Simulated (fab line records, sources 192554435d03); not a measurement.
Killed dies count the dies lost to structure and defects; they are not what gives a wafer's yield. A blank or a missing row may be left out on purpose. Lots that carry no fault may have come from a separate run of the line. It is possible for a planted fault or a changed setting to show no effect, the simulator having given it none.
fab line records | flow n5Finfet
[record] lots = 9 wafers = 27 lastDay = 19
route steps=1938 shown BEOL_M2@915 BEOL_M3@931 BEOL_M4@1111 PASSIVATION@1936
lots that met no fault: from a run of the same line without faults
startH: the number of hours between the record's first day and the start of the first shown wafer of the lot | waitH: hours from the lot's prior step to this one | " unchanged from the row above | L1.1+2: several wafers, shown together as one row | - no value, or no start given | * or withheld: withheld | < > ~ a bound
route shown NAME@n: a module of which the file shows steps, and the number in the route of the first | usual: average and standard deviation across the fault-free wafers | same: alike in all rows | chamber/n: place in a boat | sites: the reading at each site | _std_site: how widely they spread, as a standard deviation | _edge_site: the outer-site mean with the inner-site mean subtracted | radiusMm: for every site, how far away it sits from the centre of the wafer | mask NAME#n: copy n | behind: tool/chamber where the wafer was last shaped | hold: why the lot went on hold/how many hours it stayed there/how the hold came to an end | device: transistor that didn't switch, given as n, p or np | end of line: the same wafers' tests at the end of the route | step lacking rows: just its recipe | killed: dies lost to structure and defects at the first sort, not the wafer's yield | map: shows each die of a wafer: x if killed, . if not, _ if none is there
set.NAME: the setting that was run; set.NAME@STEP: the one run at that earlier step | model.NAME: the simulator's own value behind a step, which no gauge read
one table for each step of the route and one row for each wafer, over a sample of lots
services: a tool's chamber out of use, with start hour (startH, from the record's first day; less than 0 if before it), hours out, and reason
[[steps]]
[step N5_BEOL_M2_ANNEAL_91]
[recipe] tempC = 400 timeS = 240 ambient = vacuum
[usual] heaterPowerW = 843/97
// columns lot.wafer tool chamber startH waitH heaterPowerW
L365.2 pvdSputter-03 - 140.61 0.0 913
L365.3 " - " " 983
L365.5 " - " " 916
L366.3 pvdSputter-02 - 143.74 0.0 864
L366.5 " - " " 893
L366.6 " - " " 850
L369.1 pvdSputter-01 - 161.36 0.0 936
L369.3 " - " " 783
L369.5 " - " " 935
L371.1 pvdSputter-01 - 176.04 0.0 766
L371.3 " - " " 706
L371.4 " - " " 783
L373.1 pvdSputter-01 - 189.20 0.0 936
L373.3 " - " " 710
L373.4 " - " " 802
L375.1 pvdSputter-03 - 203.36 0.0 946
L375.3 " - " " 910
L375.4 " - " " 987
L376.3 pvdSputter-02 - 221.18 0.0 847
L376.4 " - " " 769
L376.6 " - " " 887
L381.1 pvdSputter-03 - 243.97 0.0 890
L381.2 " - " " 953
L381.4 " - " " 939
L388.2 pvdSputter-02 - 286.64 0.0 880
L388.5 " - " " 849
L388.6 " - " " 791
[step N5_BEOL_M2_CO_CAP_55]
[recipe] material = Co targetThkA = 20 tempC = 200 precursor = CCTBA/H2 pressureTorr = 30 timeS = 102.1
[usual] heaterPowerW = 231/7.3
// columns lot.wafer tool chamber startH waitH heaterPowerW
L365.2 cvdCo-02 2 142.06 0.0 234
L365.3 " 0 " " 227
L365.5 " 2 " " 240
L366.3 cvdCo-01 2 145.38 0.0 231
L366.5 " 1 " " 228
L366.6 " 2 " " 238
L369.1 cvdCo-01 2 162.81 0.0 233
L369.3 " 1 " " 230
L369.5 " 1 " " 226
L371.1 cvdCo-01 0 177.56 0.1 222
L371.3 " 0 " " 224
L371.4 " 0 " " 221
L373.1 cvdCo-02 2 190.64 0.0 239
L373.3 " 0 " " 218
L373.4 " 0 " " 220
L375.1 cvdCo-02 0 204.80 0.0 227
L375.3 " 1 " " 242
L375.4 " 2 " " 239
L376.3 cvdCo-02 0 222.72 0.0 223
L376.4 " 2 " " 231
L376.6 " 1 " " 238
L381.1 cvdCo-01 0 245.43 0.0 223
L381.2 " 2 " " 241
L381.4 " 2 " " 234
L388.2 cvdCo-02 0 288.09 0.0 221
L388.5 " 0 " " 226
L388.6 " 1 " " 242
[step N5_BEOL_M2_INSPECT_59]
[recipe] inspectInstrument = darkfield mode = postDep
[usual] rawDefectCount = 71/20
// columns lot.wafer tool chamber startH waitH rawDefectCount
L365.2 defectInspect-02 - 142.27 0.0 63
L365.3 " - " " 132
L365.5 " - " " 84
L366.3 defectInspect-02 - 145.60 0.0 94
L366.5 " - " " 110
L366.6 " - " " 85
L369.1 defectInspect-01 - 163.01 0.0 42
L369.3 " - " " 35
L369.5 " - " " 39
L371.1 defectInspect-02 - 177.95 0.0 64
L371.3 " - " " 71
L371.4 " - " " 66
L373.1 defectInspect-02 - 190.85 0.0 90
L373.3 " - " " 117
L373.4 " - " " 70
L375.1 defectInspect-02 - 205.01 0.0 90
L375.3 " - " " 102
L375.4 " - " " 109
L376.3 defectInspect-02 - 222.93 0.0 75
L376.4 " - " " 74
L376.6 " - " " 72
L381.1 defectInspect-01 - 245.63 0.0 88
L381.2 " - " " 71
L381.4 " - " " 83
L388.2 defectInspect-02 - 288.30 0.0 67
L388.5 " - " " 47
L388.6 " - " " 36
[step N5_BEOL_M3_ILD_DEP_00]
[recipe] material = SiOC targetThkA = 790 tempC = 350 precursor = DEMS/O2 pressureTorr = 5 rfW = 500 timeS = 15.3
[usual] heaterPowerW = 423/61 rfFwdPowerW = 492.7/2.4 showerheadPlenumPTorr = 5.687/0.019 throttleValvePct = 12.1/0.89
// columns lot.wafer tool chamber startH waitH heaterPowerW rfFwdPowerW showerheadPlenumPTorr throttleValvePct
L365.2 pecvd-04 2 142.30 0.0 479 492.9 5.719 11.1
L365.3 " 1 " " 454 493.3 5.663 11.3
L365.5 " 1 " " 447 492.7 5.667 11.3
L366.3 pecvd-01 2 145.63 0.0 369 489.8 5.674 11.9
L366.5 " 2 " " 368 492.5 5.670 11.8
L366.6 " 1 " " 387 490.9 5.680 13.4
L369.1 pecvd-01 1 163.05 0.0 440 491.4 5.679 13.0
L369.3 " 2 " " 409 488.5 5.648 11.3
L369.5 " 0 " " 494 493.7 5.680 13.5
L371.1 pecvd-04 2 177.99 0.0 460 491.7 5.691 11.2
L371.3 " 0 " " 356 490.3 5.708 13.2
L371.4 " 2 " " 462 490.8 5.705 11.0
L373.1 pecvd-04 1 190.89 0.0 404 494.6 5.685 11.4
L373.3 " 2 " " 459 494.2 5.710 11.1
L373.4 " 0 " " 366 491.3 5.698 13.2
L375.1 pecvd-04 1 205.05 0.0 403 496.8 5.676 11.5
L375.3 " 2 " " 416 495.7 5.713 10.9
L375.4 " 0 " " 434 491.1 5.701 13.0
L376.3 pecvd-01 0 222.97 0.0 501 495.8 5.668 13.6
L376.4 " 1 " " 413 491.0 5.685 12.9
L376.6 " 2 " " 356 491.7 5.659 11.7
L381.1 pecvd-04 2 245.67 0.0 384 491.3 5.708 11.3
L381.2 " 1 " " 444 493.1 5.687 11.1
L381.4 " 1 " " 451 492.9 5.672 11.3
L388.2 pecvd-02 1 288.33 0.0 554 496.5 5.681 11.1
L388.5 " 0 " " 476 492.0 5.697 11.2
L388.6 " 1 " " 539 497.2 5.682 11.0
[step N5_BEOL_M3_THK_MEAS_01]
[recipe] reads = SiOC_of_BEOL_M3_ILD_DEP_00
[usual] M3_ILD_THK = 79.0/0.93
// columns lot.wafer tool chamber startH waitH M3_ILD_THK[nm]
L365.2 filmMetro-01 - 142.37 0.1 78.9
L365.3 " - " " 79.0
L365.5 " - " " 81.1
L366.3 filmMetro-01 - 145.70 0.1 77.8
L366.5 " - " " 78.5
L366.6 " - " " 79.9
L369.1 filmMetro-02 - 163.12 0.0 78.3
L369.3 " - " " 78.3
L369.5 " - " " 80.2
L371.1 filmMetro-01 - 178.06 0.0 76.6
L371.3 " - " " 79.1
L371.4 " - " " 78.8
L373.1 filmMetro-02 - 190.95 0.0 78.4
L373.3 " - " " 77.7
L373.4 " - " " 79.1
L375.1 filmMetro-02 - 205.11 0.0 103.9
L375.3 " - " " 102.6
L375.4 " - " " 80.6
L376.3 filmMetro-02 - 223.04 0.1 78.0
L376.4 " - " " 78.5
L376.6 " - " " 78.2
L381.1 filmMetro-02 - 245.74 0.0 103.3
L381.2 " - " " 78.5
L381.4 " - " " 79.1
L388.2 filmMetro-01 - 288.42 0.1 78.9
L388.5 " - " " 79.7
L388.6 " - " " 79.9
[step N5_BEOL_M4_RC_MEAS_101]
[usual] CHAIN_V2 = 234/7.3 CHAIN_V2_max_site = 243/8.5 DIBL_N = 36.1/1.3 DIBL_P = 36.1/1.7 IOFF_N = 0.154/0.022 IOFF_P = 0.201/0.024 ION_N = 675/8.9 ION_P = 462/5.9 SS_N = 71.5/0.49 SS_P = 73.3/0.58 VT_N = 250.0/2.7 VT_P = -251.3/2.7
// columns lot.wafer tool chamber startH waitH CHAIN_V2[ohm/link] CHAIN_V2_max_site[ohm/link] DIBL_N[mV/V] DIBL_P[mV/V] IOFF_N[nA/um] IOFF_P[nA/um] ION_N[uA/um] ION_P[uA/um] SS_N[mV/dec] SS_P[mV/dec] VT_N[mV] VT_P[mV]
L365.2 prober-01 0 164.01 0.2 233 239 35.6 34.7 0.148 0.194 674 468 71.6 73.1 249.6 -251.0
L365.3 " 0 " " 227 230 35.7 34.9 0.151 0.200 688 470 72.3 73.5 249.3 -249.6
L365.5 " 0 " " 225 233 35.3 34.9 0.147 0.196 678 463 72.2 72.6 247.7 -250.2
L366.3 prober-02 0 170.07 0.3 239 246 34.0 33.8 0.133 0.171 662 449 71.7 72.9 250.9 -255.2
L366.5 " 0 " " 232 238 33.7 33.7 0.128 0.170 672 464 71.9 73.1 254.0 -254.0
L366.6 " 0 " " 221 232 33.8 33.5 0.129 0.167 662 456 71.2 72.6 252.7 -255.0
L369.1 prober-01 0 187.55 0.0 243 248 36.1 37.1 0.179 0.224 685 463 71.1 73.4 247.2 -246.5
L369.3 " 0 " " 233 239 35.2 35.6 0.158 0.199 682 461 71.2 73.2 248.8 -250.6
L369.5 " 0 " " 236 245 34.5 35.4 0.144 0.200 669 465 71.1 73.5 252.7 -250.5
L371.1 prober-01 0 199.47 0.0 225 232 35.3 36.2 0.149 0.205 684 467 71.1 72.6 248.5 -249.8
L371.3 " 0 " " 232 242 35.0 35.3 0.136 0.181 676 468 70.5 72.9 251.2 -249.1
L371.4 " 0 " " 236 246 35.2 35.5 0.145 0.195 682 468 70.8 73.2 248.5 -248.5
L373.1 prober-01 0 227.34 0.0 224 228 35.2 35.5 0.131 0.189 672 461 71.0 73.0 251.7 -250.1
L373.3 " 0 " " 226 234 36.0 35.5 0.134 0.192 668 463 71.3 72.4 250.1 -248.9
L373.4 " 0 " " 222 230 36.5 36.9 0.146 0.214 676 465 71.0 73.2 249.3 -249.1
L375.1 prober-01 0 234.47 0.0 - - 36.3 35.6 0.127 0.182 662 455 71.1 72.7 252.8 -253.7
L375.3 " 0 " " - - 37.7 37.2 0.162 0.205 672 460 71.3 74.0 249.4 -252.9
L375.4 " 0 " " 229 239 34.9 33.8 0.116 0.165 664 455 70.9 72.9 253.7 -253.3
L376.3 prober-02 0 259.86 0.3 237 255 36.7 37.2 0.167 0.223 682 467 71.5 73.8 245.8 -248.0
L376.4 " 0 " " 239 245 34.8 33.9 0.126 0.174 671 460 70.7 72.4 251.2 -251.6
L376.6 " 0 " " 263 268 35.8 36.8 0.159 0.221 686 473 71.5 73.1 247.0 -249.2
L381.1 prober-01 0 262.90 0.0 - - 36.7 38.5 0.165 0.205 672 457 72.0 73.8 250.8 -254.0
L381.2 " 0 " " 239 242 37.5 40.4 0.185 0.235 682 459 71.9 74.1 251.0 -249.4
L381.4 " 0 " " 229 237 35.5 37.5 0.140 0.195 654 449 71.7 73.5 254.2 -251.7
L388.2 prober-01 0 322.61 0.2 238 250 35.0 35.5 0.129 0.156 667 456 71.1 73.3 251.5 -255.6
L388.5 " 0 " " 229 238 35.0 36.1 0.136 0.168 678 460 71.8 72.9 249.9 -253.4
L388.6 " 0 " " 222 234 35.9 36.4 0.141 0.169 677 462 72.3 73.3 250.5 -256.6
// sites CHAIN_V2 radiusMm=0,75,75,75,75,140,140,140,140
L365.2 231 235 239 236 234 227 224 233 227
L366.3 228 235 237 239 227 245 243 243 246
L369.1 236 241 248 242 244 236 245 243 243
L371.1 225 232 229 231 228 212 222 211 220
L373.1 221 224 228 222 226 215 228 219 224
L376.3 232 232 239 237 229 236 255 245 239
L388.2 240 243 238 240 250 218 222 228 231
[step N5_PASSIVATION_PROBE_49]
[usual] defectLimitedYield = 90.9/1.3 killed_at_M0_to_M3 = 35/10 killed_at_M4_up = 15/5.7 killedAtContacts = 14/6.4 killedAtFrontEnd = 40/11 killedAtOther = 4/3.1 killedDies = 108/16 killedOnRim = 14/3.6 killedOpen = 71/11 killedShort = 34/7.7 sort_bin_5_function = 5.4/0.9 sort_bin_6_memory = 3.4/0.61 sortNPass = 1072/16 sortYieldPct = 90.9/1.3
[same] grossDies = 1180 killedAtBackSide = 0 sort_bin_4_leakage[%] = 0 sort_bin_8_speed[%] = 0
// columns lot.wafer tool chamber startH waitH defectLimitedYield[%] killed_at_M0_to_M3 killed_at_M4_up killedAtContacts killedAtFrontEnd killedAtOther killedDies killedOnRim killedOpen killedShort sort_bin_5_function[%] sort_bin_6_memory[%] sortNPass sortYieldPct[%]
L366.3 prober-01 - 285.59 0.1 93.1 26 22 8 23 2 81 11 62 18 4.3 2.3 1099 93.1
L366.5 prober-01 - 285.69 0.2 91.0 30 18 15 35 8 106 16 64 42 5.4 3.3 1074 91.0
L366.6 prober-01 - 285.74 0.3 92.5 28 25 14 22 0 89 14 64 24 4.2 3.1 1091 92.5
L373.1 prober-01 - 332.64 0.0 92.2 27 14 4 45 2 92 18 67 21 4.6 2.9 1088 92.2
L373.3 prober-01 - 332.74 0.1 90.3 22 12 10 69 2 115 10 70 44 5.3 4.1 1065 90.3
L373.4 prober-01 - 332.79 0.2 91.7 31 12 10 37 8 98 11 58 38 4.8 3.3 1082 91.7
L375.1 prober-02 - 354.88 0.0 53.8 474 3 16 44 8 545 12 76 30 42.5 3.5 635 53.8
L375.3 prober-02 - 354.98 0.1 52.4 476 12 11 62 1 562 23 81 35 43.2 4.1 618 52.4
L375.4 prober-02 - 355.03 0.2 90.6 44 9 4 52 2 111 15 71 38 5.9 3.0 1069 90.6
L381.1 prober-01 - 369.59 0.0 53.1 490 16 10 33 5 554 10 67 34 43.5 3.0 626 53.1
L381.2 prober-01 - 369.64 0.1 91.9 31 14 16 32 3 96 14 61 35 5.6 2.3 1084 91.9
L381.4 prober-01 - 369.74 0.2 91.4 50 12 6 29 5 102 11 75 24 5.2 3.5 1078 91.4
L376.4 prober-02 - 370.68 0.2 91.9 29 25 5 34 3 96 9 65 30 4.6 3.1 1084 91.9
// killed by level:class
L366.3 BEOL_M4:geometricParticle:open=12 BEOL_M2:geometricParticle:short=8 FIN_SAQP:geometricParticle:open=7 MOL_CONTACT_COAG:geometricParticle:open=6 STARTING-WAFER:geometricParticle:open=5 BEOL_M0:geometricParticle:open=4 BEOL_M2:geometricParticle:open=4 BEOL_M3:geometricParticle:open=4
L366.5 MOL_CONTACT_COAG:geometricParticle:open=13 FIN_SAQP:geometricParticle:short=10 FIN_SAQP:geometricParticle:open=9 BEOL_M4:geometricParticle:open=8 STI_FIN_REVEAL:geometricParticle:open=5 BEOL_M1:geometricParticle:open=5 BEOL_M1:geometricParticle:short=5 BEOL_M2:geometricParticle:open=5
L366.6 BEOL_M4:geometricParticle:open=10 STI_FIN_REVEAL:geometricParticle:open=9 MOL_CONTACT_COAG:geometricParticle:open=9 BEOL_M1:geometricParticle:open=9 BEOL_M2:geometricParticle:open=7 MOL_CONTACT_COAG:geometricParticle:short=5 BEOL_M4:geometricParticle:short=5 STI_FIN_REVEAL:geometricParticle:short=4
L373.1 FIN_SAQP:geometricParticle:open=14 BEOL_M1:geometricParticle:open=9 STI_FIN_REVEAL:geometricParticle:open=6 BEOL_M3:geometricParticle:open=6 BEOL_M4:geometricParticle:open=6 FIN_SAQP:geometricParticle:short=5 GATE_CUT:geometricParticle:short=5 BEOL_M5:geometricParticle:open=4
L373.3 FIN_SAQP:geometricParticle:open=22 FIN_SAQP:geometricParticle:short=15 STI_FIN_REVEAL:geometricParticle:open=6 MOL_CONTACT_COAG:geometricParticle:short=6 BEOL_M0_SAQP:geometricParticle:open=6 SPACER0:geometricParticle:short=5 BEOL_M3:geometricParticle:open=5 BEOL_M4:geometricParticle:open=5
L373.4 MOL_CONTACT_COAG:geometricParticle:open=10 BEOL_M0_SAQP:geometricParticle:short=9 BEOL_M0_SAQP:geometricParticle:open=8 FIN_SAQP:geometricParticle:short=7 BEOL_M2:geometricParticle:open=7 BEOL_M5:geometricParticle:open=7 FIN_SAQP:geometricParticle:open=5 STARTING-WAFER:geometricParticle:short=5
L375.1 BEOL_M3:areaDep=439 MOL_CONTACT_COAG:geometricParticle:open=16 FIN_SAQP:geometricParticle:short=11 STI_FIN_REVEAL:geometricParticle:open=11 BEOL_M3:geometricParticle:open=9 BEOL_M0_SAQP:geometricParticle:short=6 BEOL_M0_SAQP:geometricParticle:open=6 FIN_SAQP:geometricParticle:open=5
L375.3 BEOL_M3:areaDep=445 FIN_SAQP:geometricParticle:open=20 FIN_SAQP:geometricParticle:short=14 BEOL_M4:geometricParticle:open=9 BEOL_M2:geometricParticle:open=9 MOL_CONTACT_COAG:geometricParticle:open=8 BEOL_M3:geometricParticle:open=6 GATE_CUT:geometricParticle:open=5
L375.4 FIN_SAQP:geometricParticle:open=15 STI_FIN_REVEAL:geometricParticle:open=10 BEOL_M0_SAQP:geometricParticle:short=10 BEOL_M2:geometricParticle:open=10 FIN_SAQP:geometricParticle:short=7 BEOL_M1:geometricParticle:open=7 BEOL_M3:geometricParticle:open=7 GATE_CUT:geometricParticle:short=6
L381.1 BEOL_M3:areaDep=451 MOL_CONTACT_COAG:geometricParticle:open=10 BEOL_M0_SAQP:geometricParticle:open=8 BEOL_M2:geometricParticle:open=8 FIN_SAQP:geometricParticle:open=7 GATE_CUT:geometricParticle:short=7 BEOL_M1:geometricParticle:open=5 GATE_CUT:geometricParticle:open=5
L381.2 MOL_CONTACT_COAG:geometricParticle:open=14 FIN_SAQP:geometricParticle:open=7 FIN_SAQP:geometricParticle:short=7 BEOL_M0_SAQP:geometricParticle:open=7 BEOL_M0_SAQP:geometricParticle:short=6 BEOL_M4:geometricParticle:open=6 BEOL_M0:geometricParticle:open=5 BEOL_M2:geometricParticle:open=5
L381.4 BEOL_M2:geometricParticle:open=18 BEOL_M1:geometricParticle:open=9 BEOL_M0_SAQP:geometricParticle:short=8 FIN_SAQP:geometricParticle:open=6 DUMMY_GATE:geometricParticle:open=6 STI_FIN_REVEAL:geometricParticle:open=5 BEOL_M0_SAQP:geometricParticle:open=5 BEOL_M0:geometricParticle:open=5
L376.4 BEOL_M4:geometricParticle:open=8 FIN_SAQP:geometricParticle:open=7 BEOL_M3:geometricParticle:open=7 BEOL_M1:geometricParticle:open=6 BEOL_M4:geometricParticle:short=6 BEOL_M0_SAQP:geometricParticle:open=5 BEOL_M2:geometricParticle:open=5 FIN_SAQP:geometricParticle:short=4
[[services]]
// columns tool chamber startH hours kind
pecvd-01 1 140.49 5.0 scheduledDown
cvdCo-02 - 144.26 3.0 repair
cvdCo-01 - 147.27 6.0 pm
cvdCo-01 2 167.15 10.9 repair
cvdCo-01 1 167.27 34.5 repair
pvdSputter-02 - 174.26 5.0 repair
cvdCo-02 - 178.10 0.3 repair
pecvd-02 - 181.53 0.9 repair
pecvd-01 - 189.49 2.2 repair
pecvd-04 2 191.22 5.5 scheduledDown
cvdCo-01 - 202.00 3.4 repair
pecvd-01 0 217.93 1.7 repair
pecvd-02 - 229.79 2.9 repair
pecvd-02 1 242.70 - clean
pecvd-02 1 242.70 29.5 scheduledDown
pecvd-02 1 242.70 29.5 ventCycle
pecvd-04 - 247.94 0.7 repair
pecvd-02 1 272.20 5.5 scheduledDown
pecvd-02 2 284.83 5.0 scheduledDown
[[key]]
[firstSign] step = N5_BEOL_M3_THK_MEAS_01 reading = M3_ILD_THK direction = up sigmas = 26 usual = 79.0 struck = 103.3
[effect] step = N5_BEOL_M4_RC_MEAS_101 reading = CHAIN_V2 direction = missing
[effect] step = N5_BEOL_M4_RC_MEAS_101 reading = CHAIN_V2_max_site direction = missing
[effect] step = N5_PASSIVATION_PROBE_49 reading = killed_at_M0_to_M3 direction = up sigmas = 43 usual = 35 struck = 480
[moreKillsBornAt] N5_BEOL_M3_ILD_DEP_00@pecvd-04 = 1335
metAt N5_BEOL_M3_ILD_DEP_00
struckLots L375,L381
struckWafers L375.1,L375.3,L381.1
notActingAt N5_BEOL_M2_ANNEAL_91,N5_BEOL_M2_CO_CAP_55,N5_BEOL_M2_INSPECT_59
onsetBetween 190.89 205.05
[fault] kind = processParameterDrift tool = pecvd-04 chamber = - onsetH = 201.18 steps = N5_BEOL_M3_ILD_DEP_00 channel = timeS offset = * shape = step endH = 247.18 scope = struckWafersOnly actsIn = * stated = *
